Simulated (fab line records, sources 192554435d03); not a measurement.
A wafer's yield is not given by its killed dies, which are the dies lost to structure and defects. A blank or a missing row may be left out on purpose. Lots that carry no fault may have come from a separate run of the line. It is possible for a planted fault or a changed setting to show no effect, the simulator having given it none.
Split-lot trial :: flow n5_finfet :: on a route of 1938 steps: 7 lots, 21 wafers read

## ABOUT THE SPLIT
At N5_BEOL_M0_SAQP_SPACER1_ALD_98 (deposits SiO2, target thk 12.8 nm, pulse time 1 s, purge time 2 s), the setting ald_cycles was moved away from the recipe's 138 on 9 of the 21 wafers read, by -15.9% to +15.2%. This setting was run at the recipe's value on the other wafers.

## FROM THE SPLIT TO THE READING: what the file shows between them, 2 steps
- N5_BEOL_M0_SAQP_SPACER1_ETCHBACK_99: etches SiO2 in CHF3/O2, target depth 15.4 nm, time 7.7 s
- N5_BEOL_M0_SAQP_MANDREL1_REMOVE_100: chemistry HBr/Cl2/O2, target a-Si, stops on SiNx, bt time 10 s

## THE READING
cd_nm, in nm, at N5_BEOL_M0_SAQP_CD_MEAS_25 (target cd 13.1 nm). Typical for fault-free wafers on this fab line: 12.88 nm, with standard deviation 0.24 nm.

wafer: L075.3
tool, chamber at the split: ald_sin-02, 1
ald_cycles as run: 116
against the recipe: -15.9%
cd_nm, nm: 10.37
against lot-mates on the recipe: -2.25

wafer: L075.4
tool, chamber at the split: ald_sin-02, 3,1
ald_cycles as run: 138
against the recipe: recipe
cd_nm, nm: 12.77
against lot-mates on the recipe: -

wafer: L075.5
tool, chamber at the split: ald_sin-02, 3,1
ald_cycles as run: 138
against the recipe: recipe
cd_nm, nm: 12.47
against lot-mates on the recipe: -

wafer: L077.2
tool, chamber at the split: ald_sin-02, 0,1,2
ald_cycles as run: 138
against the recipe: recipe
cd_nm, nm: 12.91
against lot-mates on the recipe: -

wafer: L077.3
tool, chamber at the split: ald_sin-02, 0,1,2
ald_cycles as run: 138
against the recipe: recipe
cd_nm, nm: 12.99
against lot-mates on the recipe: -

wafer: L077.5
tool, chamber at the split: ald_sin-02, 0,1,2
ald_cycles as run: 138
against the recipe: recipe
cd_nm, nm: 12.85
against lot-mates on the recipe: -

wafer: L081.1
tool, chamber at the split: ald_sin-01, 0,3
ald_cycles as run: 138
against the recipe: recipe
cd_nm, nm: 12.52
against lot-mates on the recipe: -

wafer: L081.2
tool, chamber at the split: ald_sin-01, 0,3
ald_cycles as run: 138
against the recipe: recipe
cd_nm, nm: 13.21
against lot-mates on the recipe: -

wafer: L081.3
tool, chamber at the split: ald_sin-01, 2
ald_cycles as run: 146
against the recipe: +5.8%
cd_nm, nm: 13.38
against lot-mates on the recipe: +0.52

wafer: L082.1
tool, chamber at the split: ald_sin-02, 1
ald_cycles as run: 159
against the recipe: +15.2%
cd_nm, nm: 14.57
against lot-mates on the recipe: +1.74

wafer: L082.4
tool, chamber at the split: ald_sin-02, 3
ald_cycles as run: 159
against the recipe: +15.2%
cd_nm, nm: 14.88
against lot-mates on the recipe: +2.05

wafer: L082.5
tool, chamber at the split: ald_sin-02, 2
ald_cycles as run: 138
against the recipe: recipe
cd_nm, nm: 12.83
against lot-mates on the recipe: -

wafer: L084.4
tool, chamber at the split: ald_sin-04, 1,3
ald_cycles as run: 154
against the recipe: +11.6%
cd_nm, nm: 14.33
against lot-mates on the recipe: +1.52

wafer: L084.5
tool, chamber at the split: ald_sin-04, 1,3
ald_cycles as run: 154
against the recipe: +11.6%
cd_nm, nm: 14.12
against lot-mates on the recipe: +1.31

wafer: L084.6
tool, chamber at the split: ald_sin-04, 0
ald_cycles as run: 138
against the recipe: recipe
cd_nm, nm: 12.81
against lot-mates on the recipe: -

wafer: L090.1
tool, chamber at the split: ald_sin-02, 0,1,2
ald_cycles as run: 138
against the recipe: recipe
cd_nm, nm: 13.02
against lot-mates on the recipe: -

wafer: L090.3
tool, chamber at the split: ald_sin-02, 0,1,2
ald_cycles as run: 138
against the recipe: recipe
cd_nm, nm: 12.79
against lot-mates on the recipe: -

wafer: L090.4
tool, chamber at the split: ald_sin-02, 0,1,2
ald_cycles as run: 138
against the recipe: recipe
cd_nm, nm: 12.74
against lot-mates on the recipe: -

wafer: L093.2
tool, chamber at the split: ald_sin-01, 2,0,2
ald_cycles as run: 159
against the recipe: +15.2%
cd_nm, nm: 14.64
against lot-mates on the recipe: no lot-mate on the recipe

wafer: L093.4
tool, chamber at the split: ald_sin-01, 2,0,2
ald_cycles as run: 159
against the recipe: +15.2%
cd_nm, nm: 14.84
against lot-mates on the recipe: no lot-mate on the recipe

wafer: L093.5
tool, chamber at the split: ald_sin-01, 2,0,2
ald_cycles as run: 159
against the recipe: +15.2%
cd_nm, nm: 14.67
against lot-mates on the recipe: no lot-mate on the recipe
When a row names more than one chamber, that row covers several wafers, and the file does not tell which wafer ran in which chamber.

FIT RESULTS
A straight line over all 21 wafers: cd_nm changes by +0.131 nm for each +1% of ald_cycles; r = +0.98; the points scatter about the line by 0.19 nm.
The same after taking each lot's own level away (the mean of its wafers on the recipe; 18 wafers): +0.128 nm for each +1%; r = +0.98; scatter 0.18 nm.
That fit puts the effect of the largest move of ald_cycles on the reading at 2 nm.
From 12.620 to 12.917 nm: that is the span of the lots' own levels, equal to 1.2 times the standard deviation above.
The two slopes agree, so the slope changes little with the lot-to-lot level.
Check: -1.97 nm against its lot-mates is what the line predicts for one of the wafers moved furthest among these (-15.9%) when that wafer is left out of the fit. Against them it came out at -2.25 nm.

## ADDITIONAL SPLITS CARRIED BY THESE WAFERS
Other splits were also applied to these wafers ahead of the reading. Each is held against what the fit with the lots' levels taken away leaves over:
other split on the same wafers: N5_MOL_CONTACT_COAG_EXPOSE_05 dose_mj
wafers away from the commonest value: 8
r with cd_nm (lot level and that fit taken away): +0.19

other split on the same wafers: N5_MOL_CONTACT_COAG_CVD_140 target_thk_a
wafers away from the commonest value: 13
r with cd_nm (lot level and that fit taken away): -0.03

other split on the same wafers: N5_BEOL_M0_SAQP_MANDREL_ETCH_20 bias_w
wafers away from the commonest value: 6
r with cd_nm (lot level and that fit taken away): +0.19

## THE WHOLE CHAIN: every reading that the file lists as answering this split, in the file's order
step: N5_BEOL_M0_SAQP_SPACER1_ALD_98
what it does: deposits SiO2, target thk 12.8 nm, pulse time 1 s, purge time 2 s
reading: SiO2_of_BEOL_M0_SAQP_SPACER1_ALD_98.thk_nm (the simulator's own value, which no gauge read)
change (the file's fit): +0.125 nm for each +1% of the setting
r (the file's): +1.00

step: N5_BEOL_M0_SAQP_MANDREL1_REMOVE_100
what it does: chemistry HBr/Cl2/O2, target a-Si, stops on SiNx, bt time 10 s
reading: BEOL_M0_SAQP.cd_nm (the simulator's own value, which no gauge read)
change (the file's fit): +0.135 nm for each +1% of the setting
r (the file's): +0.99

step: N5_BEOL_M0_SAQP_MANDREL1_REMOVE_100
what it does: chemistry HBr/Cl2/O2, target a-Si, stops on SiNx, bt time 10 s
reading: SiO2_of_BEOL_M0_SAQP_SPACER1_ALD_98.thk_nm (the simulator's own value, which no gauge read)
change (the file's fit): +0.129 nm for each +1% of the setting
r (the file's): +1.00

step: N5_BEOL_M0_SAQP_CD_MEAS_25
what it does: target cd 13.1 nm
reading: cd_nm
change (the file's fit): +0.128 nm for each +1% of the setting
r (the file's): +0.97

## THE FILE'S OWN FIT
cd_nm changes by +0.128 nm for each +1% of ald_cycles, r = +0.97.
